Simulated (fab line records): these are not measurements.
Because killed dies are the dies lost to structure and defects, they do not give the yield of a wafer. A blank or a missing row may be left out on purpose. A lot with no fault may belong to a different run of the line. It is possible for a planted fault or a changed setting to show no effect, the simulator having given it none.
Split-lot experiment | flow n5-finfet | 39 wafers read from 7 lots, route of 1938 steps

SPLIT DETAILS
At N5_FIN_SAQP_ETCH_65 (etches SiO2 in CF4, target depth 4 nm, time 4.4 s), the setting time-s was moved away from the recipe's 4.4 s on 18 of the 39 wafers read, by -51.1% to +58.8%. All remaining wafers had this setting at the recipe value.

The split's own step is where the reading is taken.

THE READING
etch.depth-nm (the simulator's own value, which no gauge read), in nm, at N5_FIN_SAQP_ETCH_65 (etches SiO2 in CF4, target depth 4 nm, time 4.4 s). The file gives no usual value for it. Average 4.021 nm, standard deviation 0.036 nm, over the 21 wafers here run with the recipe.

wafer  | tool, chamber at the split | time-s as run, s | against the recipe | etch.depth-nm, nm | against lot-mates on the recipe
L074.1 | rie-si-06, 1               | 2.95             | -33.0%             | 2.688             | -1.324
L074.2 | rie-si-06, 0               | 4.4              | recipe             | 4.005             | -
L074.3 | rie-si-06, 3               | 4.4              | recipe             | 4.012             | -
L074.4 | rie-si-06, 2               | 4.4              | recipe             | 4.02              | -
L074.5 | rie-si-06, 1               | 2.95             | -33.0%             | 2.659             | -1.353
L074.6 | rie-si-06, 2               | 2.95             | -33.0%             | 2.678             | -1.334
L077.1 | rie-si-05, 0               | 4.4              | recipe             | 4.05              | -
L077.2 | rie-si-05, 2               | 4.4              | recipe             | 4.018             | -
L077.3 | rie-si-05, 3               | 2.151            | -51.1%             | 1.992             | -2.060
L077.4 | rie-si-05, 1               | 2.151            | -51.1%             | 1.986             | -2.066
L077.5 | rie-si-05, 0               | 2.151            | -51.1%             | 1.993             | -2.059
L077.6 | rie-si-05, 3               | 4.4              | recipe             | 4.087             | -
L079.1 | rie-si-06, 1               | 4.4              | recipe             | 4.009             | -
L079.2 | rie-si-06, 3               | 4.4              | recipe             | 3.996             | -
L079.3 | rie-si-06, 2               | 4.4              | recipe             | 3.98              | -
L079.4 | rie-si-06, 0               | 5.168            | +17.5%             | 4.681             | +0.686
L079.5 | rie-si-06, 3               | 5.168            | +17.5%             | 4.646             | +0.651
L079.6 | rie-si-06, 0               | 5.168            | +17.5%             | 4.683             | +0.688
L081.1 | rie-si-05, 0               | 4.4              | recipe             | 4.074             | -
L081.2 | rie-si-05, 2               | 6.988            | +58.8%             | 6.323             | +2.250
L081.3 | rie-si-05, 3               | 4.4              | recipe             | 4.093             | -
L081.4 | rie-si-05, 1               | 6.988            | +58.8%             | 6.442             | +2.369
L081.5 | rie-si-05, 1               | 6.988            | +58.8%             | 6.455             | +2.382
L081.6 | rie-si-05, 0               | 4.4              | recipe             | 4.052             | -
L083.2 | rie-si-03, 1               | 4.4              | recipe             | 3.988             | -
L083.5 | rie-si-03, 1               | 4.4              | recipe             | 3.968             | -
L083.6 | rie-si-03, 0               | 4.4              | recipe             | 3.953             | -
L088.1 | rie-si-06, 2               | 3.474            | -21.0%             | 3.199             | -0.814
L088.2 | rie-si-06, 0               | 3.474            | -21.0%             | 3.166             | -0.847
L088.3 | rie-si-06, 3               | 4.4              | recipe             | 3.984             | -
L088.4 | rie-si-06, 1               | 4.4              | recipe             | 4.036             | -
L088.5 | rie-si-06, 0               | 4.4              | recipe             | 4.018             | -
L088.6 | rie-si-06, 1               | 3.474            | -21.0%             | 3.184             | -0.829
L090.1 | rie-si-06, 2               | 6.516            | +48.1%             | 6.012             | +1.982
L090.2 | rie-si-06, 1               | 4.4              | recipe             | 4.018             | -
L090.3 | rie-si-06, 0               | 6.516            | +48.1%             | 5.957             | +1.927
L090.4 | rie-si-06, 3               | 6.516            | +48.1%             | 5.98              | +1.950
L090.5 | rie-si-06, 1               | 4.4              | recipe             | 4.036             | -
L090.6 | rie-si-06, 2               | 4.4              | recipe             | 4.037             | -

FIT RESULTS
A straight line over all 39 wafers: etch.depth-nm changes by +0.0403 nm for each +1% of time-s; r = +1.00; the points scatter about the line by 0.039 nm.
The same after taking each lot's own level away (the mean of its wafers on the recipe; 39 wafers): +0.0401 nm for each +1%; r = +1.00; scatter 0.027 nm.
That fit puts the effect of the largest move of time-s on the reading at 2.4 nm.
Measured against the standard deviation above, the lots' own levels, which go from 3.9697 to 4.0730 nm, span 2.9 times it.
The two slopes are in agreement: the lot-to-lot level therefore moves the slope only a little.
Check: +2.37 nm against its lot-mates is what the line predicts for one of the wafers moved furthest among these (+58.8%) when that wafer is left out of the fit. Against them it came out at +2.25 nm.

THESE WAFERS: OTHER SPLITS
These wafers also went through other splits before the reading. Each is held against what the fit with the lots' levels taken away leaves over:
other split on the same wafers                    | wafers away from the commonest value | r with etch.depth-nm (lot level and that fit taken away)
N5_PMOS_HMC_CHANNEL_EPI_DEVELOP_08 develop-time-s | 15                                   | +0.04

THE FILE'S OWN FIT
etch.depth-nm changes by +0.0401 nm for each +1% of time-s, r = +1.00.
